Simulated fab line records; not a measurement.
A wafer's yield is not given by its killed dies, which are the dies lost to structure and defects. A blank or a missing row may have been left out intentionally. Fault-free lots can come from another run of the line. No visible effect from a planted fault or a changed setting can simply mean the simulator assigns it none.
fab line records    flow nandHarc
record: lots: 11  wafers: 33  lastDay: 24
route steps=1159 shown A_M0@1001
lots untouched by any fault: they come from a run of this same line in which no faults occurred
startH: hours from the record's first day to the start of the lot's first wafer shown    waitH: hours from the lot's prior step to this one    " repeats the value in the row above    L1.1+2: a row that stands for several wafers    - value missing, or start not given    * or withheld: withheld    < > ~ a bound
route shown NAME@n: NAME is a module with steps in the file, n the number in the route of the first one    usual: mean and standard deviation over wafers with no fault    same: alike in all rows    chamber/n: place in a boat    sites: the reading at each site    _std_site: their standard deviation    _edge_site: the outer-site mean with the inner-site mean subtracted    radiusMm: how far each site lies from the wafer's centre    mask NAME#n: copy n    behind: the tool/chamber that last shaped the wafer    hold: the reason the lot was held/the length of the hold in hours/how it ended    device: transistor that didn't switch, given as n, p or np    end of line: at the end of the route, the tests of the same wafers    a step with no rows: only its recipe    killed: the dies lost at the first sort to structure and to defects; this is not the yield of the wafer    map: per-die view of a wafer (x killed, . not killed, _ where there is no die)
set.NAME: setting as actually run; set.NAME@STEP: the setting as run at that earlier step    model.NAME: the simulator's own value behind a step, which no gauge read
route steps across a sampled set of lots; one table per step, one row per wafer
services: a tool's chamber out of use, with start hour (startH, from the record's first day; less than 0 if before it), hours out, and reason
== steps ==
step: NHARC_A_M0_EXPOSE_06
recipe: na: 1.35  targetCdNm: 80  doseMj: 83.25  maskId: A_M0
usual: exposureDoseMJCm2: 83.24/0.086
lot.wafer  tool            chamber  startH  waitH  mask    exposureDoseMJCm2
L182.2     arfiScanner-02  0        399.92  -      A_M0#0  83.11
L182.3     "               0        "       "      A_M0#0  83.13
L182.6     "               0        "       "      A_M0#0  83.13
L187.1     arfiScanner-02  0        436.06  -      A_M0#0  83.23
L187.2     "               0        "       "      A_M0#0  83.25
L187.6     "               0        "       "      A_M0#0  83.18
L192.1     arfiScanner-02  0        462.82  -      A_M0#0  78.43
L192.3     "               0        "       "      A_M0#0  78.55
L192.4     "               0        "       "      A_M0#0  78.44
L195.2     arfiScanner-02  0        482.42  -      A_M0#0  79.53
L195.5     "               0        "       "      A_M0#0  79.56
L195.6     "               0        "       "      A_M0#0  79.61
L196.1     arfiScanner-02  0        496.79  -      A_M0#0  81.44
L196.4     "               0        "       "      A_M0#0  81.46
L196.5     "               0        "       "      A_M0#0  81.34
L199.1     arfiScanner-01  0        501.23  -      A_M0#0  83.23
L199.2     "               0        "       "      A_M0#0  83.09
L199.4     "               0        "       "      A_M0#0  83.23
L200.1     arfiScanner-03  0        505.00  -      A_M0#0  83.27
L200.2     "               0        "       "      A_M0#0  83.20
L200.3     "               0        "       "      A_M0#0  83.44
L201.1     arfiScanner-01  0        505.16  -      A_M0#0  83.25
L201.3     "               0        "       "      A_M0#0  83.23
L201.5     "               0        "       "      A_M0#0  83.23
L204.1     arfiScanner-03  0        514.83  -      A_M0#0  83.24
L204.2     "               0        "       "      A_M0#0  83.25
L204.3     "               0        "       "      A_M0#0  83.33
L203.1     arfiScanner-01  0        526.53  -      A_M0#0  83.14
L203.4     "               0        "       "      A_M0#0  83.13
L203.5     "               0        "       "      A_M0#0  83.17
L202.2     arfiScanner-01  0        537.79  -      A_M0#0  83.34
L202.4     "               0        "       "      A_M0#0  83.29
L202.5     "               0        "       "      A_M0#0  83.32
step: NHARC_A_M0_CD_MEAS_09
recipe: targetCdNm: 80  landingEnergyEv: 500
usual: cdNm: 80.0/0.51
lot.wafer  tool      chamber  startH  waitH  cdNm
L182.2     cdSem-01  0        400.06  -      80.2
L182.3     "         0        "       "      79.2
L182.6     "         0        "       "      79.7
L187.1     cdSem-03  0        436.20  -      79.8
L187.2     "         0        "       "      79.1
L187.6     "         0        "       "      79.2
L192.1     cdSem-03  0        462.96  -      76.8
L192.3     "         0        "       "      76.8
L192.4     "         0        "       "      75.6
L195.2     cdSem-01  0        482.56  -      77.9
L195.5     "         0        "       "      76.9
L195.6     "         0        "       "      76.7
L196.1     cdSem-03  0        496.92  -      78.4
L196.4     "         0        "       "      77.6
L196.5     "         0        "       "      77.5
L199.1     cdSem-02  0        501.37  -      80.1
L199.2     "         0        "       "      79.9
L199.4     "         0        "       "      80.6
L200.1     cdSem-03  0        505.14  -      80.5
L200.2     "         0        "       "      80.0
L200.3     "         0        "       "      79.4
L201.1     cdSem-01  0        505.29  -      79.9
L201.3     "         0        "       "      79.7
L201.5     "         0        "       "      79.3
L204.1     cdSem-02  0        514.97  -      79.6
L204.2     "         0        "       "      79.7
L204.3     "         0        "       "      80.0
L203.1     cdSem-02  0        526.67  -      79.8
L203.4     "         0        "       "      80.4
L203.5     "         0        "       "      79.9
L202.2     cdSem-03  0        537.92  -      80.4
L202.4     "         0        "       "      80.0
L202.5     "         0        "       "      80.1
step: NHARC_A_M0_INSPECT_11
usual: rawDefectCount: 30/12
lot.wafer  tool              chamber  startH  waitH  rawDefectCount
L182.2     defectInspect-02  -        400.18  0.0    25
L182.3     "                 -        "       "      27
L182.6     "                 -        "       "      30
L187.1     defectInspect-02  -        436.32  0.0    34
L187.2     "                 -        "       "      38
L187.6     "                 -        "       "      40
L192.1     defectInspect-01  -        463.09  0.0    34
L192.3     "                 -        "       "      30
L192.4     "                 -        "       "      36
L195.2     defectInspect-01  -        482.68  0.0    33
L195.5     "                 -        "       "      31
L195.6     "                 -        "       "      34
L196.1     defectInspect-01  -        497.05  0.0    29
L196.4     "                 -        "       "      39
L196.5     "                 -        "       "      37
L199.1     defectInspect-01  -        501.51  0.1    22
L199.2     "                 -        "       "      22
L199.4     "                 -        "       "      9
L200.1     defectInspect-02  -        505.27  0.0    55
L200.2     "                 -        "       "      40
L200.3     "                 -        "       "      54
L201.1     defectInspect-01  -        505.43  0.0    49
L201.3     "                 -        "       "      36
L201.5     "                 -        "       "      41
L204.1     defectInspect-01  -        515.09  0.0    32
L204.2     "                 -        "       "      40
L204.3     "                 -        "       "      35
L203.1     defectInspect-01  -        526.79  0.0    29
L203.4     "                 -        "       "      18
L203.5     "                 -        "       "      21
L202.2     defectInspect-02  -        538.05  0.0    56
L202.4     "                 -        "       "      48
L202.5     "                 -        "       "      50
step: NHARC_A_M0_STRIP_18
recipe: powerW: 1000  n2FlowSccm: 150  h2FlowSccm: 150  arFlowSccm: 0  biasW: 0  chemistry: N2/H2
usual: drypumpMotorCurrentA: 5.7/0.56  n2FlowSccm: 149.9/0.42  oesProductAu: 1.000/0.0069  rfVppV: 90.4/1  showerheadPlenumPTorr: 2.01/0.087  throttleValvePct: 14.171/0.0086
lot.wafer  tool        chamber  startH  waitH  drypumpMotorCurrentA  n2FlowSccm  oesProductAu  rfHoursCounterH  rfVppV  showerheadPlenumPTorr  throttleValvePct
L182.3     rieDiel-05  3        400.63  0.1    6.1                   149.9       0.994         4                90.4    2.11                   14.170
L182.2     "           2        "       "      6.5                   150.8       0.990         3                89.0    2.00                   14.188
L182.6     "           3        "       "      6.1                   150.9       0.999         -                89.8    2.11                   14.163
L187.2     rieDiel-02  0        436.76  0.1    5.6                   149.8       1.007         8                89.2    2.04                   14.166
L187.1     "           2        "       "      5.5                   150.5       1.002         9                92.0    2.12                   14.185
L187.6     "           0        "       "      5.6                   148.5       1.000         -                91.2    2.04                   14.181
L192.1     rieDiel-09  2        463.52  0.1    4.9                   150.0       0.997         2                89.7    1.94                   14.159
L192.4     "           3        "       "      6.7                   149.7       1.009         2                91.0    2.15                   14.168
L192.3     "           0        "       "      5.4                   150.2       1.000         2                91.1    2.15                   14.171
L195.2     rieDiel-02  1        483.16  0.1    5.6                   149.7       1.005         11               90.1    1.95                   14.166
L195.5     "           1        "       "      5.5                   150.4       0.998         -                90.5    1.95                   14.169
L195.6     "           3        "       "      5.1                   149.5       0.995         -                89.9    1.92                   14.164
L196.4     rieDiel-09  0        497.54  0.1    5.4                   149.2       1.001         5                89.6    2.15                   14.168
L196.1     "           1        "       "      5.6                   150.6       1.002         5                89.5    1.93                   14.162
L196.5     "           3        "       "      6.7                   149.2       1.010         -                90.6    2.15                   14.180
L199.1     rieDiel-09  2        501.96  0.1    5.0                   149.6       1.003         3                90.2    1.94                   14.178
L199.4     "           3        "       "      6.6                   149.5       1.013         5                92.2    2.15                   14.181
L199.2     "           0        "       "      5.4                   150.4       1.009         5                93.7    2.15                   14.175
L200.3     rieDiel-05  3        505.71  0.1    6.0                   150.5       0.999         10               90.8    2.11                   14.175
L200.1     "           0        "       "      6.3                   149.9       0.996         10               89.6    1.93                   14.176
L200.2     "           2        "       "      6.5                   149.8       1.001         10               90.6    2.00                   14.179
L201.3     rieDiel-09  2        505.87  0.1    5.0                   150.0       0.997         4                89.3    1.94                   14.166
L201.1     "           1        "       "      5.6                   149.1       0.995         6                88.7    1.93                   14.164
L201.5     "           2        "       "      5.0                   150.6       1.001         -                90.5    1.94                   14.172
L204.2     rieDiel-05  3        515.53  0.1    6.1                   149.4       0.992         11               91.2    2.11                   14.156
L204.1     "           1        "       "      5.1                   150.5       1.000         11               90.6    1.93                   14.180
L204.3     "           2        "       "      6.6                   149.8       1.015         11               90.2    2.00                   14.165
L203.4     rieDiel-02  0        527.26  0.1    5.6                   150.1       0.999         1                90.0    2.03                   14.164
L203.1     "           2        "       "      5.4                   149.9       1.006         1                91.4    2.11                   14.178
L203.5     "           0        "       "      5.6                   150.3       1.004         -                90.4    2.03                   14.175
L202.2     rieDiel-02  1        538.53  0.1    5.6                   150.1       0.997         1                89.4    1.95                   14.179
L202.4     "           2        "       "      5.5                   149.9       1.000         1                92.7    2.11                   14.151
L202.5     "           3        "       "      5.1                   150.0       0.989         -                90.5    1.92                   14.171
step: NHARC_A_M0_PVD_21
recipe: targetThkA: 300  chamberPressurePa: 5  powerW: 5000  substrateTempC: 30  timeS: 20.49  material: Cu
usual: cathodeDcPowerW: 5000.0/0.9  substrateTempC: 29.99/0.11  throttleValvePct: 29.9/0.89
lot.wafer  tool           chamber  startH  waitH  cathodeDcPowerW  substrateTempC  throttleValvePct
L182.3     pvdSputter-03  -        -       -      5000.1           30.35           29.9
L182.2     "              -        "       "      5000.7           29.89           28.8
L182.6     "              -        "       "      5001.4           29.99           29.6
L187.2     pvdSputter-01  -        -       -      5000.2           30.00           30.4
L187.1     "              -        "       "      5000.5           29.98           29.9
L187.6     "              -        "       "      5000.1           29.78           30.4
L192.4     pvdSputter-01  -        -       -      5000.9           30.02           29.5
L192.3     "              -        "       "      4999.1           29.89           30.8
L192.1     "              -        "       "      4998.7           30.06           29.9
L195.2     pvdSputter-03  -        -       -      4999.2           30.00           28.7
L195.6     "              -        "       "      4999.3           29.91           29.9
L195.5     "              -        "       "      4998.8           30.19           29.0
L196.4     pvdSputter-03  -        -       -      5000.0           30.06           30.1
L196.1     "              -        "       "      4999.6           29.97           29.5
L196.5     "              -        "       "      4999.6           30.05           29.8
L199.1     pvdSputter-02  -        -       -      4998.4           29.99           32.2
L199.2     "              -        "       "      4998.6           29.92           29.2
L199.4     "              -        "       "      5000.2           29.89           30.3
L200.3     pvdSputter-03  -        -       -      4999.3           30.08           28.8
L200.1     "              -        "       "      5000.0           29.98           29.7
L200.2     "              -        "       "      5000.7           29.86           29.4
L201.3     pvdSputter-02  -        -       -      4998.9           30.16           30.0
L201.1     "              -        "       "      4999.2           30.04           28.9
L201.5     "              -        "       "      5000.5           29.97           29.6
L204.2     pvdSputter-03  -        -       -      5001.2           30.00           30.1
L204.3     "              -        "       "      4999.5           30.12           28.7
L204.1     "              -        "       "      4999.9           29.96           29.8
L203.1     pvdSputter-01  -        -       -      5001.1           30.00           30.1
L203.4     "              -        "       "      5001.3           30.05           30.4
L203.5     "              -        "       "      4999.1           29.95           29.9
L202.2     pvdSputter-02  -        -       -      4999.3           30.10           29.1
L202.4     "              -        "       "      4997.5           30.03           29.1
L202.5     "              -        "       "      5001.7           29.94           29.1
== services ==
tool            chamber  startH  hours  kind
rieDiel-02      0        382.63  3.9    repair
rieDiel-09      0        385.63  -      clean
rieDiel-09      1        385.63  -      clean
pvdSputter-02   -        392.00  10.0   pm
arfiScanner-02  -        412.10  0.3    repair
arfiScanner-02  -        420.94  1.4    repair
arfiScanner-02  -        428.01  4.0    pm
rieDiel-09      3        428.29  8.4    repair
rieDiel-09      -        431.13  9.0    pm
rieDiel-02      3        443.73  3.5    repair
pvdSputter-03   -        458.08  10.0   pm
arfiScanner-02  -        461.80  0.7    repair
rieDiel-02      3        464.89  3.5    repair
rieDiel-02      2        465.09  38.5   repair
rieDiel-09      2        467.11  20.8   repair
pvdSputter-02   -        477.55  1.4    repair
arfiScanner-03  -        484.02  4.0    pm
arfiScanner-02  -        488.26  1.9    repair
arfiScanner-01  -        489.34  8.3    repair
arfiScanner-03  -        491.80  9.5    repair
arfiScanner-02  -        492.51  0.9    repair
rieDiel-02      -        504.70  9.0    pm
pvdSputter-01   -        514.00  10.0   pm
rieDiel-05      -        517.60  9.0    pm
== key ==
firstSign: step: NHARC_A_M0_EXPOSE_06  reading: exposureDoseMJCm2  direction: down  sigmas: 40  usual: 83.24  struck: 79.82
effect: step: NHARC_A_M0_CD_MEAS_09  reading: cdNm  direction: down  sigmas: 5.6  usual: 80.0  struck: 77.1  through: controlLoop
metAt NHARC_A_M0_EXPOSE_06
struckLots L192,L195,L196
loopTrim: step: NHARC_A_M0_EXPOSE_06  setting: dose  lots: L195,L196
notActingAt NHARC_A_M0_INSPECT_11,NHARC_A_M0_STRIP_18,NHARC_A_M0_PVD_21
onsetBetween 436.06 462.82
fault: kind: processParameterDrift  tool: arfiScanner-02  chamber: -  onsetH: 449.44  steps: NHARC_A_M0_EXPOSE_06  channel: doseMj  offset: -4.7029  shape: step  actsIn: theseRecipesOnly  stated: 83.25
loopTrim: a control loop set the setting to another value than it would have without faults
